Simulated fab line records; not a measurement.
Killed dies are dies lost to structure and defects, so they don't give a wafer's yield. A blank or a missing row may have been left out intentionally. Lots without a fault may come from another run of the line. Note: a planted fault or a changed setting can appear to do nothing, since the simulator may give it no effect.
2 desks, one fault + flow n5_finfet + numbers are kept per desk, each desk with only its own; the story behind them comes last

METROLOGY DESK
What the gauges read for every lot (on any tool): the sampled wafers with a number, averaged. The brackets show how far a lot's mean lies from the usual mean; more than 4 standard deviations puts the lot out of limits, marked OUT. 7 of its 40 readings are shown: the first one out of limits and those lying furthest out on some lot.
Columns: A = ION_P at N5_BEOL_M4_RC_MEAS_101, usual 463 uA/um; B = COMB_M11_max_site at N5_BEOL_M15_RC_MEAS_101, usual 2.1e-11 S/m; C = COMB_M8 at N5_BEOL_M15_RC_MEAS_101, usual 2.6e-11 S/m; D = COMB_M8_max_site at N5_BEOL_M15_RC_MEAS_101, usual 3.7e-11 S/m; E = SERP_M14 at N5_BEOL_M15_RC_MEAS_101, usual 0.160 ohm/um; F = SERP_M8 at N5_BEOL_M15_RC_MEAS_101, usual 13.7 ohm/um; G = SERP_M8_max_site at N5_BEOL_M15_RC_MEAS_101, usual 14.2 ohm/um
| lot  | first seen here | A   | B       | C                         | D                 | E     | F    | G    |
|------|-----------------|-----|---------|---------------------------|-------------------|-------|------|------|
| L315 | day 8 04:59     | 449 | 1.8e-11 | 2.8e-11                   | 3.6e-11           | 0.163 | 13.1 | 13.9 |
| L320 | day 9 08:32     | 461 | 2.3e-11 | 3.0e-11                   | 4.3e-11           | 0.158 | 14.0 | 14.4 |
| L326 | day 10 22:13    | 472 | 2.0e-11 | 4.8e-10 (+99 or more) OUT | 6.4e-10 (+78) OUT | 0.161 | 12.5 | 12.7 |
| L332 | day 12 09:08    | 463 | 2.2e-11 | 3.0e-11                   | 4.1e-11           | 0.160 | 13.3 | 13.9 |
| L335 | day 13 17:14    | 460 | 2.5e-11 | 2.6e-11                   | 3.1e-11           | 0.168 | 14.0 | 14.3 |
| L334 | day 14 05:20    | 454 | 2.6e-11 | 3.1e-11                   | 4.6e-11           | 0.160 | 14.2 | 14.6 |
| L338 | day 15 03:51    | 468 | 3.0e-11 | 2.6e-11                   | 3.4e-11           | 0.158 | 14.4 | 15.2 |
This desk's result: L326 out of limits, first on L326 (COMB_M8 at N5_BEOL_M15_RC_MEAS_101), day 14 16:04. L315, L320, L332, L335, L334, L338 stayed within limits.

TOOL OWNER'S DESK, ald_metal-03
The tool's own readings at N5_BEOL_M8_ALD_77 (deposits TaN, target thk 2 nm, pulse time 2 s, purge time 3 s): means of the sampled wafers that have a number, for each lot that ran on this tool. The brackets show how far a lot's mean lies from the usual mean; more than 4 standard deviations puts the lot out of limits, marked OUT.
Columns: A = heater_power_w at N5_BEOL_M8_ALD_77, usual 410 W; B = precursor_vessel_pressure_torr at N5_BEOL_M8_ALD_77, usual 26.25 Torr
| lot  | first seen here | A   | B     |
|------|-----------------|-----|-------|
| L315 | day 9 17:53     | 449 | 26.21 |
| L320 | day 11 02:59    | 436 | 26.20 |
| L326 | day 12 12:28    | 463 | 26.23 |
| L334 | day 15 17:28    | 405 | 26.26 |
This desk's verdict: no lot among the 4 shows anything out of limits.

PUT TOGETHER
On L326, the metrology desk was in a position to raise an alarm at day 14 16:04.
The desk of the tool owner found nothing out of limits.
On record at the tool owner's desk: L326, within its limits.
All the named lots went through N5_BEOL_M8_ALD_77 on ald_metal-03.

WHAT WAS PUT IN BY THE SIMULATOR
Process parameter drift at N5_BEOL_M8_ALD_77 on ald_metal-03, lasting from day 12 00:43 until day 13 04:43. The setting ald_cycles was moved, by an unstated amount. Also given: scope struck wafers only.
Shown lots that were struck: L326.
Time in hours between the start of the fault and the first out-of-limits reading at each desk: metrology desk, 63.
